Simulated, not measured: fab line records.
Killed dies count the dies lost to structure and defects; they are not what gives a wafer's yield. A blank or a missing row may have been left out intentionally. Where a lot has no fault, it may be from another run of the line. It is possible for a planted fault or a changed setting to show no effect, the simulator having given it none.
fab line records | flow nandHarc
record: lots: 5 wafers: 15 lastDay: 33
route steps=1302 shown P_ZERO_WELL@44
lots that met no fault: taken from a fault-free run of the same line
startH: hours from the record's opening day to when the first of the lot's shown wafers began | waitH: how many hours have passed since the lot's step before this one | " unchanged from the row above | L1.1+2: several wafers, shown together as one row | - no value, or no start was given | * or withheld: withheld | < > ~ a bound
route shown NAME@n: names a module that has steps shown in the file, with the first one's number in the route | usual: mean/standard deviation of fault-free wafers | same: alike in all rows | chamber/n: place in a boat | sites: the reading at each site | _std_site: standard deviation of those values | _edge_site: mean of outer sites minus mean of inner sites | radiusMm: for every site, how far away it sits from the centre of the wafer | mask NAME#n: copy n | behind: tool/chamber where the wafer was last shaped | hold: why the lot went on hold/how many hours it stayed there/how the hold came to an end | device: which transistor (n, p or np) failed to switch | end of line: tests run on the same wafers once the route is complete | a step without rows: its recipe alone | killed: at the first sort, the dies lost to defects and structure; wafer yield is something else | map: a wafer's dies, marking killed ones x, the rest . and places with no die _
set.NAME: the setting as run; set.NAME@STEP: as run at that earlier step | model.NAME: the simulator's own value behind a step, which no gauge read
lots at some steps of the route; a table a step, a row a wafer
services: from which hour (startH, from the record's first day; less than 0 if before it) a tool's chamber was out of use, for how many hours, and why
== steps ==
step: NHARC_P_ZERO_WELL_CD_MEAS_37
recipe: targetCdNm: 720 landingEnergyEv: 500
usual: cdNm: 720.0/1.7
columns lot.wafer tool chamber startH waitH cdNm
L907.2 cdSem-01 0 24.16 - 719.4
L907.5 " 0 " " 721.5
L907.6 " 0 " " 720.9
L909.1 cdSem-01 0 44.35 - 718.9
L909.3 " 0 " " 718.7
L909.4 " 0 " " 716.5
L921.1 cdSem-02 0 164.15 - 719.2
L921.2 " 0 " " 721.8
L921.6 " 0 " " 721.6
L924.1 cdSem-01 0 194.09 - 720.7
L924.3 " 0 " " 720.9
L924.6 " 0 " " 720.8
L926.2 cdSem-01 0 214.04 - 718.9
L926.3 " 0 " " 719.5
L926.6 " 0 " " 719.1
step: NHARC_P_ZERO_WELL_HARDBAKE_38
recipe: tempC: 125 timeS: 80
step: NHARC_P_ZERO_WELL_DESCUM_39
recipe: timeS: 3 o2FlowSccm: 200 arFlowSccm: 0 biasPowerW: 0 chemistry: O2
usual: drypumpMotorCurrentA: 5.8/0.47 mfcArSccm: 0.008/0.0093 oesProductAu: 1.000/0.01 rfVppV: 57.7/0.83 showerheadPlenumPTorr: 1.86/0.098 throttleValvePct: 11.311/0.0093
same: timeS: 3
columns lot.wafer tool chamber startH waitH drypumpMotorCurrentA mfcArSccm oesProductAu rfHoursCounterH rfVppV showerheadPlenumPTorr throttleValvePct
L907.2 rieDiel-03 3 24.32 - 6.6 0 1.016 28 57.8 1.80 11.308
L907.6 " 3 " " 6.6 0 1.012 - 58.4 1.80 11.322
L907.5 " 0 " " 5.7 0 0.979 - 57.1 1.82 11.313
L909.3 rieDiel-03 2 44.51 - 6.0 0.014 1.009 30 58.7 1.78 11.319
L909.4 " 0 " " 5.7 0 0.985 28 57.5 1.81 11.305
L909.1 " 1 " " 6.1 0.008 1.005 28 56.3 1.81 11.307
L921.2 rieDiel-07 1 164.35 - 5.7 0.010 1.009 13 57.2 1.77 11.303
L921.1 " 0 " " 5.9 0.017 0.999 3 57.9 2.02 11.311
L921.6 " 2 " " 5.7 0 0.985 - 57.4 1.81 11.312
L924.1 rieDiel-07 2 194.27 - 5.7 0 0.993 25 57.6 1.81 11.307
L924.3 " 3 " " 6.1 0.020 0.984 25 57.4 1.99 11.312
L924.6 " 1 " " 5.8 0.010 1.006 - 57.4 1.76 11.315
L926.2 rieDiel-07 2 214.19 - 5.7 0 0.997 29 56.1 1.81 11.311
L926.3 " 0 " " 5.9 0.017 0.998 19 58.6 2.01 11.300
L926.6 " 3 " " 6.1 0.020 0.993 - 57.1 1.99 11.329
step: NHARC_P_ZERO_WELL_IMPLANT_40
recipe: energyKev: 300 doseCm2: 1e+13 tiltDeg: 7
step: NHARC_P_ZERO_WELL_IMPLANT_59
recipe: energyKev: 120 doseCm2: 5e+12 tiltDeg: 7
step: NHARC_P_ZERO_WELL_IMPLANT_60
recipe: energyKev: 30 doseCm2: 2e+12 tiltDeg: 7
step: NHARC_P_ZERO_WELL_STRIP_41
recipe: timeS: 840 tempC: 130 chemistry: SPM
step: NHARC_P_ZERO_WELL_DEHYDRATE_44
recipe: tempC: 150 timeS: 120
step: NHARC_P_ZERO_WELL_HMDS_45
recipe: timeS: 30
step: NHARC_P_ZERO_WELL_COAT_46
recipe: spinRpm: withheld
step: NHARC_P_ZERO_WELL_SOFTBAKE_47
recipe: tempC: 122 timeS: 95
step: NHARC_P_ZERO_WELL_EBR_48
step: NHARC_P_ZERO_WELL_EXPOSE_49
recipe: na: 0.6 targetCdNm: 2000 doseMj: 22.64 maskId: P_HVPW
columns lot.wafer tool chamber startH waitH mask
L907.2+5+6 krfScanner-03 0 25.67 - P_HVPW#0
L909.1+3+4 krfScanner-01 0 45.83 - P_HVPW#0
L921.1+2+6 krfScanner-01 0 165.67 - P_HVPW#0
L924.1+3+6 krfScanner-03 0 195.57 - P_HVPW_R1#0
L926.2+3+6 krfScanner-01 0 215.40 - P_HVPW#0
step: NHARC_P_ZERO_WELL_PEB_50
recipe: pebTempC: 118 pebTimeS: 85
step: NHARC_P_ZERO_WELL_DEVELOP_51
recipe: timeS: 70
step: NHARC_P_ZERO_WELL_CD_MEAS_52
recipe: targetCdNm: 2000 landingEnergyEv: 500
usual: cdNm: 1999.5/1.7
columns lot.wafer tool chamber startH waitH cdNm
L907.2 cdSem-02 0 25.82 - 1998.0
L907.5 " 0 " " 1999.2
L907.6 " 0 " " 1998.4
L909.1 cdSem-03 0 45.99 - 2001.7
L909.3 " 0 " " 2001.5
L909.4 " 0 " " 2000.3
L921.1 cdSem-03 0 165.83 - 2000.4
L921.2 " 0 " " 1997.0
L921.6 " 0 " " 1998.4
L924.1 cdSem-03 0 195.73 - 1984.3
L924.3 " 0 " " 1985.7
L924.6 " 0 " " 1983.2
L926.2 cdSem-03 0 215.55 - 2000.2
L926.3 " 0 " " 1998.5
L926.6 " 0 " " 1997.4
step: NHARC_P_ZERO_WELL_HARDBAKE_53
recipe: tempC: 125 timeS: 80
step: NHARC_P_ZERO_WELL_DESCUM_54
recipe: timeS: 3 o2FlowSccm: 200 arFlowSccm: 0 biasPowerW: 0 chemistry: O2
usual: drypumpMotorCurrentA: 5.7/0.56 mfcArSccm: 0.010/0.011 oesProductAu: 1.001/0.0085 rfVppV: 57.7/0.87 showerheadPlenumPTorr: 1.89/0.1 throttleValvePct: 11.311/0.0085
same: timeS: 3
columns lot.wafer tool chamber startH waitH drypumpMotorCurrentA mfcArSccm oesProductAu rfHoursCounterH rfVppV showerheadPlenumPTorr throttleValvePct model.P_ZERO_WELL.cdNm
L907.2 rieDiel-07 0 25.98 - 5.9 0.017 1.003 23 58.7 2.03 11.301 1998
L907.6 " 0 " " 5.9 0.017 1.002 - 59.8 2.03 11.317 1998
L907.5 " 1 " " 5.8 0.010 1.016 - 55.7 1.78 11.321 1999
L909.3 rieDiel-03 2 46.15 - 6.1 0.014 1.003 30 57.5 1.78 11.322 2001
L909.1 " 0 " " 5.6 0 0.985 28 57.1 1.82 11.317 2001
L909.4 " 1 " " 6.1 0.008 0.997 28 57.4 1.81 11.312 2001
L921.2 rieDiel-03 0 165.99 - 5.7 0 0.985 12 58.1 1.81 11.320 1997
L921.1 " 2 " " 6.1 0.014 1.005 18 59.4 2.07 11.300 2000
L921.6 " 0 " " 5.7 0 0.996 - 56.9 1.81 11.323 1998
L924.1 rieDiel-03 1 195.90 - 6.1 0.008 0.989 26 56.8 1.79 11.314 1984
L924.3 " 2 " " 6.0 0.014 1.010 24 59.1 2.07 11.299 1986
L924.6 " 0 " " 5.7 0 0.997 - 57.7 1.80 11.311 1983
L926.2 rieDiel-05 3 215.89 - 5.3 0 1.000 40 56.2 1.96 11.314 2000
L926.3 " 1 " " 5.5 0.006 0.989 51 56.9 1.84 11.311 1999
L926.6 " 3 " " 5.3 0 1.011 - 56.3 1.96 11.328 1997
step: NHARC_P_ZERO_WELL_IMPLANT_55
recipe: energyKev: 180 doseCm2: 8e+11 tiltDeg: 7
== services ==
columns tool chamber startH hours kind
rieDiel-03 0 10.08 - clean
krfScanner-03 - 10.45 1.0 repair
krfScanner-01 - 11.40 4.0 pm
rieDiel-05 2 13.07 15.0 repair
rieDiel-03 2 16.97 13.9 repair
rieDiel-03 - 27.71 3.6 repair
rieDiel-05 - 45.78 1.8 repair
rieDiel-05 1 50.35 2.6 repair
krfScanner-03 - 52.00 4.0 pm
rieDiel-05 - 52.61 9.0 pm
rieDiel-07 1 69.55 7.0 repair
rieDiel-03 0 81.32 4.6 repair
krfScanner-03 - 89.49 4.2 repair
rieDiel-07 0 103.64 51.8 repair
rieDiel-03 - 104.30 9.0 pm
rieDiel-05 3 110.30 36.0 repair
krfScanner-03 - 111.30 2.8 repair
rieDiel-07 - 117.20 9.0 pm
rieDiel-03 0 139.65 14.3 repair
rieDiel-03 2 176.28 13.0 repair
krfScanner-03 - 182.59 1.5 repair
krfScanner-01 - 183.40 4.0 pm
rieDiel-05 1 204.70 8.6 repair
rieDiel-03 3 215.64 8.2 repair
== key ==
firstSign: step: NHARC_P_ZERO_WELL_EXPOSE_49 reading: mask direction: changed
effect: step: NHARC_P_ZERO_WELL_CD_MEAS_52 reading: cdNm direction: down sigmas: 9 usual: 1999.5 struck: 1984.4
modelEffect: step: NHARC_P_ZERO_WELL_DESCUM_54 value: P_ZERO_WELL.cdNm without: 2000 struck: 1984
metAt NHARC_P_ZERO_WELL_EXPOSE_49
struckWafers L924.1,L924.3,L924.6
testerLeftOut L924
onsetBetween 25.67 195.57
fault: kind: wrongMask tool: any chamber: - onsetH: 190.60 steps: NHARC_P_ZERO_WELL_EXPOSE_49 auxCopy: P_HVPW_R1#0 cdOffsetNm: -16.169 scope: struckLotsOnly
testerLeftOut: of these lots the tester's yield and bins aren't shown, on N5 and GAA mostly nor the transistor test; their killed dies are dies lost to structure and defects alone, not to doping, threshold or leakage, so they don't give the yield
